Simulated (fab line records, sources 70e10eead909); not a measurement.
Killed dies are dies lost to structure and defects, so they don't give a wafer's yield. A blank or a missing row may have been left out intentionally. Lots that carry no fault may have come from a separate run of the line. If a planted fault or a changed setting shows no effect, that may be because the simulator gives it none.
8D (eight disciplines) problem report, filled in by code / flow nand_harc / the parts of the form that need people (team, actions taken, sign-off) are left out

## 1. WHAT WENT WRONG
killed_at_array at NHARC_END_SORT_01 reads a mean of 672 on 3 wafers of 2 lots; wafers without a fault read 63 with a standard deviation of 18. Measured from the usual mean, that is +34 standard deviations.
First seen on wafer L480.1, day 31 16:52, on prober-02. Wafers with a number at this step in the record: 36, from 12 lots. By rule, "out" or "out of limits" means more than 4 standard deviations away from the usual mean. All remaining wafers that have a number are taken as sound.

## 2. WHAT IT IS, WHAT IT ISN'T
question=which readings at this step | is=killed_at_array, killed_dies | is not=killed_at_other, killed_at_periphery, killed_open, killed_short
question=which lots | is=L480, L481 | is not=L470, L471, L472, L473, L484, L486, L487, L488, L489, L491
question=which wafers of those lots | is=L480.1, L480.4, L481.2 | is not=L480.5, L481.1, L481.3
question=read on which gauges | is=prober-02 | is not=prober-01
question=when | is=from day 31 16:52 | is not=up to then (12 sound wafers); but 21 sound wafers of L480, L481, L484, L486, L487, L488, L489, L491 came after

## 3. WHAT RULES OUT EACH SUSPECT
Counting: if a tool at a process step up to the reading ran every lot that is out, it stays a suspect. Sound lots after the first of them don't rule it out here, since some wafers of a struck lot are sound.
- the gauge at NHARC_END_SORT_01 has been ruled out. All the wafers that are out were read on prober-02, but those of them that NHARC_A_WL_FILL_ETCHBACK_17 has rows for are out there too, on other tools.
- rie_metal-01 at NHARC_A_WL_FILL_ETCHBACK_17 (etches the open film in Cl2/BCl3, target depth 4 nm, time 26.7 s): kept. It ran every lot that is out, first L480 (day 25 08:35). Its own run_length_s readings are out on those wafers.
- At NHARC_A_WL_FILL_ETCHBACK_17 on rie_metal-01, chamber 0 took the sound wafers of the same lots and chamber 1 took the wafers that are out.
After counting, what remains is rie_metal-01 at NHARC_A_WL_FILL_ETCHBACK_17.

## 4. THE CAUSE (what the simulator had put in)
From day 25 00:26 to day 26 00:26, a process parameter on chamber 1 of rie_metal-01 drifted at NHARC_A_WL_FILL_ETCHBACK_17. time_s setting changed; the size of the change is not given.
Only this tool survived the counting.

## 5. SEQUENCE OF EFFECTS, ordered by route
One row per reading whose mean, taken over the struck wafers that have a number, lies over 3 standard deviations from the usual. Only readings whose record carries a usual standard deviation are examined. hours: median over the lots of the time between each lot's start at the first step of this table that gives one and its start at this step. sigmas: the change, counted in usual standard deviations.
hours=0; step=NHARC_A_WL_FILL_ETCHBACK_17; reading=run_length_s; usual=48.0 s; on struck wafers=30.1; change=-17.9; sigmas=-36
hours=152; step=NHARC_END_SORT_01; reading=killed_at_array; usual=63; on struck wafers=672; change=+609; sigmas=+34
hours=152; step=NHARC_END_SORT_01; reading=killed_dies; usual=68; on struck wafers=677; change=+609; sigmas=+34
Here are the process steps it includes:
- NHARC_A_WL_FILL_ETCHBACK_17: etches the open film in Cl2/BCl3, target depth 4 nm, time 26.7 s.

## 6. HOW IT WOULD HAVE BEEN CAUGHT EARLIER
160 hours passed between the start of the fault at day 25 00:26 and the first reading out of limits at a measuring or inspecting step in this record, taken at day 31 16:52.
At NHARC_A_WL_FILL_ETCHBACK_17, the tool's own readings (run_length_s) were out on each struck wafer the step has a row for, so an alarm limit on them would have fired on the first such wafer.
All the lots that are out (2) had begun NHARC_A_WL_FILL_ETCHBACK_17 on rie_metal-01 by day 31 16:52. None of them would have been spared by holding the tool at that moment.
